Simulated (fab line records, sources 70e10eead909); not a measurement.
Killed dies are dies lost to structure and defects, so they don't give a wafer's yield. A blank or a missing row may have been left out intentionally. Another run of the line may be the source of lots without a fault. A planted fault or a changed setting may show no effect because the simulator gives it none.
Which of the tools did it? | flow nand harc | 39 wafers from 13 lots sampled at 6 of the route's 1159 steps

## WHAT EACH GAUGE READ, for each wafer
NHARC_P_STI_CD_MEAS_09: target cd 200 nm. Usual: cd nm reads 199.4 nm (standard deviation 1.7).
lot  | measured    | on        | cd nm (nm)        | flag
L412 | day 2 12:49 | cd sem-01 | 198.4 197.2 198.0 |
L413 | day 2 16:46 | cd sem-02 | 200.6 199.9 199.0 |
L414 | day 3 02:44 | cd sem-03 | 199.8 199.7 198.6 |
L415 | day 3 02:54 | cd sem-01 | 198.2 197.9 198.2 |
L416 | day 3 13:49 | cd sem-03 | 199.8 199.6 202.0 |
L417 | day 3 13:59 | cd sem-01 | 197.5 196.4 199.8 |
L429 | day 6 14:34 | cd sem-03 | 200.8 199.6 201.2 |
L428 | day 6 14:43 | cd sem-02 | 200.8 200.3 201.3 |
L430 | day 7 01:28 | cd sem-03 | 201.3 200.8 200.1 |
L431 | day 7 01:38 | cd sem-02 | 199.0 197.2 197.4 |
L432 | day 7 12:32 | cd sem-02 | 198.5 199.6 199.4 |
L433 | day 7 17:12 | cd sem-02 | 201.0 203.0 202.0 |
L434 | day 7 23:52 | cd sem-02 | 199.2 201.6 199.8 |

NHARC_P_GATE_CD_MEAS_11: target cd 1640 nm. Usual: cd nm reads 1640.5 nm (standard deviation 1.3).
lot  | measured    | on        | cd nm (nm)           | flag
L412 | day 3 22:52 | cd sem-02 | 1640.0 1640.7 1640.3 |
L413 | day 3 22:55 | cd sem-02 | 1640.1 1641.1 1640.7 |
L414 | day 4 15:02 | cd sem-01 | 1640.0 1640.7 1640.8 |
L415 | day 4 14:53 | cd sem-02 | 1641.7 1642.3 1640.4 |
L416 | day 5 05:37 | cd sem-03 | 1642.2 1641.5 1642.5 |
L417 | day 5 05:46 | cd sem-03 | 1640.3 1638.7 1639.3 |
L429 | day 8 04:59 | cd sem-02 | 1641.1 1640.6 1642.0 |
L428 | day 8 04:50 | cd sem-01 | 1640.7 1640.3 1642.3 |
L430 | day 8 15:22 | cd sem-01 | 1640.7 1641.4 1642.1 |
L431 | day 8 15:32 | cd sem-03 | 1640.0 1639.5 1641.3 |
L432 | day 9 03:28 | cd sem-03 | 1641.1 1639.0 1638.7 |
L433 | day 9 03:30 | cd sem-02 | 1638.5 1638.4 1641.3 |
L434 | day 9 11:28 | cd sem-03 | 1640.0 1641.0 1640.0 |

NHARC_P_GATE_INSPECT_28. Usual: raw defect count reads 6.0 (standard deviation 2.6).
lot  | measured     | on                | raw defect count        | flag
L412 | day 4 13:37  | defect inspect-01 | 3 7 3                   |
L413 | day 4 13:46  | defect inspect-02 | 6 7 5                   |
L414 | day 5 04:42  | defect inspect-02 | 2 5 6                   |
L415 | day 5 04:33  | defect inspect-01 | 9 9 8                   |
L416 | day 5 19:38  | defect inspect-01 | 1 3 11                  |
L417 | day 5 19:21  | defect inspect-02 | 4 4 9                   |
L429 | day 8 22:40  | defect inspect-02 | 313 359 316 313 363 323 | OFF
L428 | day 8 21:04  | defect inspect-02 | 310 382 352 313 380 354 | OFF
L430 | day 9 07:23  | defect inspect-02 | 3 10 5                  |
L431 | day 9 07:21  | defect inspect-02 | 2 3 5                   |
L432 | day 9 17:16  | defect inspect-01 | 6 7 8                   |
L433 | day 9 17:26  | defect inspect-02 | 6 8 9                   |
L434 | day 10 02:05 | defect inspect-01 | 9 8 7                   |

NHARC_END_SORT_01. Usual: defect limited yield 95.1 %, standard deviation 1.8; killed at array 29, standard deviation 11; killed at other 0.6, standard deviation 0.89; killed at periphery 3.8, standard deviation 2.8; killed dies 33, standard deviation 12; killed open 3.5, standard deviation 1.9; killed short 1.9, standard deviation 1.3; sort_bin_2_pct 1.5 %, standard deviation 0.72; sort_bin_3_pct 0.28 %, standard deviation 0.23; sort_bin_4_pct 3.1 %, standard deviation 1.2; sort n pass 644, standard deviation 12; sort rim yield pct 94.8 %, standard deviation 2.9; sort yield pct 95.1 %, standard deviation 1.8.
lot  | measured     | on        | defect limited yield (%) | killed at array | killed at other | killed at periphery | killed dies | killed open | killed short | sort_bin_2_pct (%) | sort_bin_3_pct (%) | sort_bin_4_pct (%) | sort n pass | sort rim yield pct (%) | sort yield pct (%) | flag
L412 | day 19 15:51 | prober-01 | 96.3 94.8 95.9           | 21 33 23        | 0 0 0           | 4 2 5               | 25 35 28    | 3 4 6       | 1 1 0        | 1.3 1.5 1.6        | 0 0.44 0           | 2.4 3.2 2.5        | 652 642 649 | 92.5 97.2 95.3         | 96.3 94.8 95.9     |
L413 | day 20 00:26 | prober-01 | 92.9 94.5 93.5           | 41 31 42        | 2 2 0           | 5 4 2               | 48 37 44    | 4 6 4       | 2 2 0        | 1.9 2.2 2.7        | 0.44 0.30 0.30     | 4.7 3.0 3.5        | 629 640 633 | 89.6 97.2 90.6         | 92.9 94.5 93.5     |
L414 | day 19 15:05 | prober-02 | 97.3 96.0 95.4           | 15 26 30        | 1 0 0           | 2 1 1               | 18 27 31    | 5 3 5       | 0 2 2        | 0.7 1.0 1.5        | 0 0.30 0           | 1.9 2.7 3.1        | 659 650 646 | 96.2 98.1 97.2         | 97.3 96.0 95.4     |
L415 | day 19 22:58 | prober-02 | 95.6 96.2 95.1           | 26 19 29        | 0 2 0           | 4 5 4               | 30 26 33    | 3 5 3       | 4 1 3        | 2.1 0.9 0.9        | 0.15 0.30 0        | 2.2 2.7 4.0        | 647 651 644 | 98.1 94.3 97.2         | 95.6 96.2 95.1     |
L416 | day 20 17:25 | prober-02 | 98.8 97.6 97.2           | 7 12 17         | 1 0 0           | 0 4 2               | 8 16 19     | 2 4 2       | 1 3 2        | 0.1 0.7 0.9        | 0.15 0 0.15        | 0.9 1.6 1.8        | 669 661 658 | 97.2 98.1 95.3         | 98.8 97.6 97.2     |
L417 | day 20 18:13 | prober-01 | 95.9 95.4 97.2           | 23 27 15        | 3 1 1           | 2 3 3               | 28 31 19    | 2 5 3       | 4 1 1        | 1.0 1.2 1.2        | 0.15 0.30 0.15     | 3.0 3.1 1.5        | 649 646 658 | 94.3 97.2 97.2         | 95.9 95.4 97.2     |
L430 | day 24 10:44 | prober-02 | 97.8 96.6 95.4           | 11 19 28        | 1 2 3           | 3 2 0               | 15 23 31    | 3 4 4       | 1 2 2        | 0.4 1.0 1.5        | 0 0.15 0.44        | 1.8 2.2 2.7        | 662 654 646 | 97.2 95.3 98.1         | 97.8 96.6 95.4     |
L431 | day 23 19:11 | prober-01 | 92.6 93.4 92.3           | 43 43 47        | 1 0 2           | 6 2 3               | 50 45 52    | 6 3 4       | 1 3 1        | 2.7 2.2 3.4        | 0.30 0.30 0.59     | 4.4 4.1 3.7        | 627 632 625 | 87.7 98.1 91.5         | 92.6 93.4 92.3     |
L432 | day 24 18:34 | prober-02 | 96.0 97.0 97.5           | 24 17 15        | 0 2 0           | 3 1 2               | 27 20 17    | 4 2 2       | 0 2 3        | 0.9 0.7 0.7        | 0.15 0.30 0        | 3.0 1.9 1.8        | 650 657 660 | 99.1 100.0 99.1        | 96.0 97.0 97.5     |
L433 | day 24 11:36 | prober-01 | 92.5 92.0 93.4           | 51 48 42        | 0 0 0           | 0 6 3               | 51 54 45    | 4 3 4       | 0 1 1        | 3.0 3.2 2.1        | 0.59 0 0.44        | 4.0 4.7 4.1        | 626 623 632 | 91.5 89.6 91.5         | 92.5 92.0 93.4     |
L434 | day 25 02:22 | prober-01 | 91.1 90.7 91.3           | 51 58 53        | 0 0 0           | 9 5 6               | 60 63 59    | 5 2 2       | 2 2 3        | 3.1 2.7 3.0        | 0.30 1.03 0.59     | 5.5 5.6 5.2        | 617 614 618 | 93.4 97.2 88.7         | 91.1 90.7 91.3     |

## TOOL THAT RAN EACH LOT (tool first, then ch and the chambers of the sampled wafers, then the start)
lot  | NHARC_P_GATE_OXIDE_02        | NHARC_P_GATE_ETCH_104
L412 | furnace-01 ch 0, day 3 17:48 | rie diel-02 ch 0,2,3, day 4 13:46
L413 | furnace-01 ch 0, day 3 17:48 | rie diel-04 ch 1,3, day 4 13:55
L414 | furnace-01 ch 0, day 4 10:02 | rie diel-12 ch 0,2,3, day 5 04:51
L415 | furnace-01 ch 0, day 4 10:02 | rie diel-02 ch 0,1,2, day 5 04:42
L416 | furnace-08 ch 0, day 5 00:36 | rie diel-12 ch 0,2,3, day 5 19:48
L417 | furnace-08 ch 0, day 5 00:36 | rie diel-12 ch 1,2, day 5 19:30
L429 | furnace-08 ch 0, day 7 23:54 | -
L428 | furnace-08 ch 0, day 7 23:54 | -
L430 | furnace-04 ch 0, day 8 10:23 | rie diel-04 ch 0,1,2, day 9 07:33
L431 | furnace-04 ch 0, day 8 10:23 | rie diel-12 ch 0,3, day 9 07:31
L432 | furnace-04 ch 0, day 8 22:28 | rie diel-02 ch 1,2,3, day 9 17:51
L433 | furnace-04 ch 0, day 8 22:28 | rie diel-04 ch 0,2, day 9 17:48
L434 | furnace-04 ch 0, day 9 06:23 | rie diel-12 ch 0,1,3, day 10 02:13
- NHARC_P_GATE_OXIDE_02: material SiO2, target thk 37.5 nm, ox time 365 s.
- NHARC_P_GATE_ETCH_104: etches the open film in CF4/CHF3, target depth 60 nm.

## WHAT THE TOOLS THEMSELVES READ (means of the sampled wafers that have a number; where no wafer has one, the mark that the record gives instead)
NHARC_P_GATE_ETCH_104. Usual: drypump motor current A 5.59 A, standard deviation 0.29; oes product au 0.954 a.u., standard deviation 0.018; rf vpp V 371.2 V, standard deviation 2.1; showerhead plenum p Torr 1.59 Torr, standard deviation 0.06; throttle valve pct 16.802 %, standard deviation 0.0077.
lot  | tool        | drypump motor current A (A) | oes product au (a.u.) | rf vpp V (V) | showerhead plenum p Torr (Torr) | throttle valve pct (%) | flag
L412 | rie diel-02 | 5.60                        | 0.960                 | 372.7        | 1.64                            | 16.797                 |
L413 | rie diel-04 | 5.60                        | 0.972                 | 369.3        | 1.52                            | 16.802                 |
L414 | rie diel-12 | 5.59                        | 0.926                 | 370.1        | 1.57                            | 16.802                 |
L415 | rie diel-02 | 5.89                        | 0.966                 | 372.4        | 1.64                            | 16.807                 |
L416 | rie diel-12 | 5.57                        | 0.954                 | 370.6        | 1.57                            | 16.805                 |
L417 | rie diel-12 | 5.79                        | 0.944                 | 370.5        | 1.56                            | 16.806                 |
L430 | rie diel-04 | 5.32                        | 0.931                 | 372.1        | 1.61                            | 16.805                 |
L431 | rie diel-12 | 5.46                        | 0.966                 | 370.1        | 1.56                            | 16.802                 |
L432 | rie diel-02 | 5.66                        | 0.924                 | 371.3        | 1.60                            | 16.802                 |
L433 | rie diel-04 | 5.17                        | 0.977                 | 370.9        | 1.57                            | 16.799                 |
L434 | rie diel-12 | 5.56                        | 0.974                 | 371.4        | 1.58                            | 16.797                 |

## THE ANSWER, worked out from the rows above alone
Rule: lot off if the mean of its wafers having a number is beyond 3 standard deviations from the usual mean. A lot without any number at a reading at which 4 lots or more have one is off too. The other lots that the step has rows for count as sound. The gauges are gone through in route order, then the tools' own readings, and for those a lot's mean is taken as printed above. The first step at which some lot is off is used, and at that step the reading that is off furthest; a lot without a number counts as furthest.
Off: L429, L428 (NHARC_P_GATE_INSPECT_28, raw defect count).
A tool fits if, at a process step before that reading, it ran every lot that is off, and no sound lot after the first of them. Those tools and the gauges at NHARC_P_GATE_INSPECT_28 are tried in the same way. One fits: furnace-08 at NHARC_P_GATE_OXIDE_02. Its last sound lot is L416 (day 5 00:36), its first lot that is off L428 (day 7 23:54): a fault that began between those two fits.

## WHAT HAD BEEN PUT IN BY THE SIMULATOR
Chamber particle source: furnace-08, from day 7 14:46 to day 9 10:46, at NHARC_P_GATE_OXIDE_02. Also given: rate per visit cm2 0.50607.
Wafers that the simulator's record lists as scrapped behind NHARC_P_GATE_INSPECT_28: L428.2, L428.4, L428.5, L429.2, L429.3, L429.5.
Shown lots that were struck: L429, L428. The rule given above showed the same thing.
